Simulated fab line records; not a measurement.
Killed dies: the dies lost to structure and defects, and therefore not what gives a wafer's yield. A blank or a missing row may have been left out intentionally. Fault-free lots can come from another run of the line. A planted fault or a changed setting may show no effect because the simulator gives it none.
Chamber matching ; flow nand harc ; 4 sister chambers for NHARC_A_STAIRCASE_DESCUM_168 on rie diel-06
The step chemistry O2, time 3 s. 20 wafers are shown with their chamber, then 10 later ones without.

== WAFERS, EACH WITH ITS CHAMBER ==
wafer;chamber;showerhead plenum p Torr (Torr);drypump motor current A (A);oes product au (a.u.)
L075.2;3;1.95;5.9;0.979
L075.5;0;2.05;5.0;0.999
L075.6;3;1.95;5.9;0.981
L076.2;0;2.05;5.0;0.998
L076.5;3;1.95;5.9;0.974
L076.6;0;2.05;5.0;1.004
L074.1;0;2.05;5.0;1.008
L074.4;2;1.84;5.4;0.992
L074.6;0;2.05;5.0;0.996
L082.1;2;1.84;5.4;0.983
L082.2;3;1.94;6.0;0.995
L082.5;0;2.05;5.0;1.001
L084.1;0;2.04;5.0;0.992
L084.3;1;1.89;5.2;0.974
L084.6;1;1.89;5.2;0.963
L085.1;2;1.84;5.4;0.991
L085.2;1;1.88;5.3;0.973
L085.4;0;2.04;5.0;0.984
L089.1;1;1.88;5.3;1.000
L089.3;0;2.04;5.0;0.985

SIGNATURES (averages over the wafers above)
reading;chamber 0;chamber 1;chamber 2;chamber 3;scatter within a chamber
showerhead plenum p Torr;2.0467;1.8850;1.8400;1.9475;0.00484
drypump motor current A;5.000;5.250;5.400;5.925;0.0331
oes product au;0.99633;0.97750;0.98867;0.98225;0.00989
Rule: for a wafer and a chamber, the distance is found by dividing, reading by reading, the gap between the wafer's reading and the chamber's mean by the reading's scatter, squaring, summing and taking the root. The wafer belongs to the nearest chamber; if the next one is less than 2 further off, it can't be placed. The scatter is the square root of a quotient: the sum, over the shown wafers, of each reading's squared deviation from its chamber's mean, divided by wafers minus chambers.

== WAFERS WITHOUT THEIR CHAMBER ==
wafer;showerhead plenum p Torr (Torr);drypump motor current A (A);oes product au (a.u.)
L089.6;1.88;5.3;1.000
L090.2;2.04;5.0;0.979
L090.3;1.88;5.3;0.999
L090.6;1.88;5.3;0.996
L094.1;1.83;5.4;0.993
L094.3;2.03;5.0;0.988
L094.4;1.88;5.2;1.004
L097.1;1.83;5.4;1.000
L097.2;1.93;5.9;0.992
L097.5;1.93;5.9;0.971

== THE CHAMBER EACH PASSED THROUGH ==
wafer;from the rows above;in truth
L089.6;1;1
L090.2;0;0
L090.3;1;1
L090.6;1;1
L094.1;2;2
L094.3;0;0
L094.4;1;1
L097.1;2;2
L097.2;3;3
L097.5;3;3
Correct placement for 10 of the 10. From these rows, 0 cannot be placed. Placed wrongly: 0.
